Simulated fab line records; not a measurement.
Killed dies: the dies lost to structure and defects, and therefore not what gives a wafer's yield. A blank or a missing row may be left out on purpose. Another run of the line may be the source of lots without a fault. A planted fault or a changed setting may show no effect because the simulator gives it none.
Comparing a struck lot with a sound one :: flow n5-finfet :: 16 out of 1938 route steps
Sound: wafers L519.2, L519.3, L519.4. Struck: wafers L530.3, L530.4, L530.6. The cause is named last.
At each step with rows: each side's tool, then ch and its chambers, then its first start. Under that, the readings that differ: sound wafers :: struck wafers :: difference of the means :: sigmas: that difference in standard deviations of wafers without a fault.
alike: readings whose means differ by less than 2 such deviations, and words and numbers that are the same on both sides. not compared: withheld readings, readings that some wafer has no value for, bounds like >300 that may hide the same value, and numbers for which the record gives no deviation and whose values overlap.
A row with sigmas, a row that says differs or no value, or rows on one side alone: a step with any of these is where the two part. When numbers do not overlap yet have no deviation, they are printed without sigmas and do not part them. A reading missing from all wafers of one side parts the sides only when that side holds two or more wafers.

first, 1 step without rows for these wafers: N5_BEOL_M2_DEVELOP_27 (develop time 30 s).
N5_BEOL_M2_CD_MEAS_28: target cd 26.2 nm, target cd y 24.1 nm.
  sound on cd-sem-03 ch 0, day 8 18:46; struck on cd-sem-01 ch 0, day 11 03:13
  alike: cd-nm
N5_BEOL_M2_OVL_MEAS_29:
  sound on overlay-02 ch 0, day 8 18:47; struck on overlay-02 ch 0, day 11 03:16
  alike: V1_OVL
N5_BEOL_M2_INSPECT_30: inspects for defects (brightfield).
  sound on defect-inspect-01 at day 8 18:51; struck on defect-inspect-01 at day 11 03:19
  alike: raw-defect-count
N5_BEOL_M2_DESCUM_33: chemistry O2, time 7 s.
  sound on rie-diel-05 ch 0,2,3, day 8 19:22; struck on rie-diel-03 ch 0,2,3, day 11 03:20
  alike: drypump-motor-current-A, oes-product-au, rf-vpp-V, showerhead-plenum-p-Torr, temp-c, throttle-valve-pct
  not compared: rf-hours-counter-h
N5_BEOL_M2_ETCH_77: etches underlayer in N2/H2, target depth 6.5 nm, time 5.2 s.
  sound on rie-diel-05 ch 0,2,3, day 8 19:25; struck on rie-diel-03 ch 0,2,3, day 11 03:23
  alike: drypump-motor-current-A, etch-rf-on-time-s, h2-flow-sccm, oes-product-au, rf-fwd-power-W, rf-vpp-V, showerhead-plenum-p-Torr, throttle-valve-pct
  not compared: rf-hours-counter-h
then, 1 step without rows for these wafers: N5_BEOL_M2_ETCH_69 (etches SiARC in CF4, target depth 15.6 nm, time 26 s).
N5_BEOL_M2_ALD_98: deposits SiO2, target thk 2.5 nm, pulse time 1 s, co reactant pulse time 1 s.
  sound on ald-sin-03 ch 0,1,2, day 8 21:12; struck on ald-sin-03 ch 2,3, day 11 03:35
  alike: heater-power-w, precursor-pulse-height-rel
N5_BEOL_M2_ETCHBACK_99: etches SiO2 in CHF3, target depth 5 nm, time 10.4 s.
  sound on rie-diel-03 ch 1,2,3, day 8 21:21; struck on rie-diel-04 ch 2,3, day 11 06:52
  alike: drypump-motor-current-A, oes-product-au, rf-vpp-V, showerhead-plenum-p-Torr, throttle-valve-pct
  not compared: rf-hours-counter-h
N5_BEOL_M2_ETCH_70: etches SOC in N2/H2, target depth 80 nm, overetch 24 nm, time 130 s.
  sound on rie-diel-03 ch 1,2,3, day 8 21:23; struck on rie-diel-04 ch 2,3, day 11 06:54
  alike: drypump-motor-current-A, h2-flow-sccm, oes-product-au, rf-fwd-power-W, rf-vpp-V, showerhead-plenum-p-Torr, temp-c, throttle-valve-pct
  not compared: rf-hours-counter-h
then, 2 steps without rows for these wafers: N5_BEOL_M2_STRIP_71 (strips in N2/H2); N5_BEOL_M2_STRIP_78 (strips in N2/H2).
N5_BEOL_M2_VIA_ETCH_34: etches the open film in C4F6/O2, target depth 69.4 nm, time 65.9 s.
  sound on rie-diel-03 ch 1,2,3, day 8 21:29; struck on rie-diel-04 ch 2,3, day 11 07:01
reading: oes_f_703_au (a.u.)
sound: 0.68 0.91 0.79
struck: 1.19 1.16 1.18
difference: +0.38
sigmas: +4

reading: oes_o_777_au (a.u.)
sound: 0.68 0.90 0.79
struck: 1.18 1.14 1.18
difference: +0.38
sigmas: +4

reading: rf-fwd-power-W (W)
sound: 346.2 346.1 344.4
struck: 430.9 432.7 431.4
difference: +86.1
sigmas: +51

reading: rf-vpp-V (V)
sound: 678 668 673
struck: 603 590 602
difference: -75
sigmas: -9

reading: model.etch.depth-nm (nm)
sound: 66.89 69.42 68.99
struck: 76.41 75.99 76.47
difference: +7.86
sigmas: 

reading: model.SOC_of_BEOL_M2_COAT_67.thk-nm (nm)
sound: 52.4 52.2 52.2
struck: 51 51.2 51
difference: -1
sigmas: 
  alike: C4F6_flow_sccm, O2_flow_sccm, drypump-motor-current-A, oes-product-au, showerhead-plenum-p-Torr, throttle-valve-pct
  not compared: rf-hours-counter-h
then, 1 step without rows for these wafers: N5_BEOL_M2_STRIP_83 (strips in C4F6/O2).
N5_BEOL_M4_RC_MEAS_101:
  sound on prober-01 ch 0, day 9 21:16; struck on prober-01 ch 0, day 12 14:14
  alike: DIBL_N, DIBL_P, IOFF_N, IOFF_P, ION_N, ION_P, SS_N, SS_P, VT_N, VT_P
N5_PASSIVATION_PROBE_49:
  rows exist in the record for the sound wafers here (prober-01, day 14 07:24), none for the struck ones

WHERE THEY PART
Earliest at N5_BEOL_M2_VIA_ETCH_34; latest, in this record, at N5_PASSIVATION_PROBE_49.

WHY: the cause the simulator had injected
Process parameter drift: rie-diel-04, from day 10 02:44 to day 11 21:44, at N5_BEOL_M2_VIA_ETCH_34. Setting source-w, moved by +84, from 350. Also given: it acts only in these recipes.
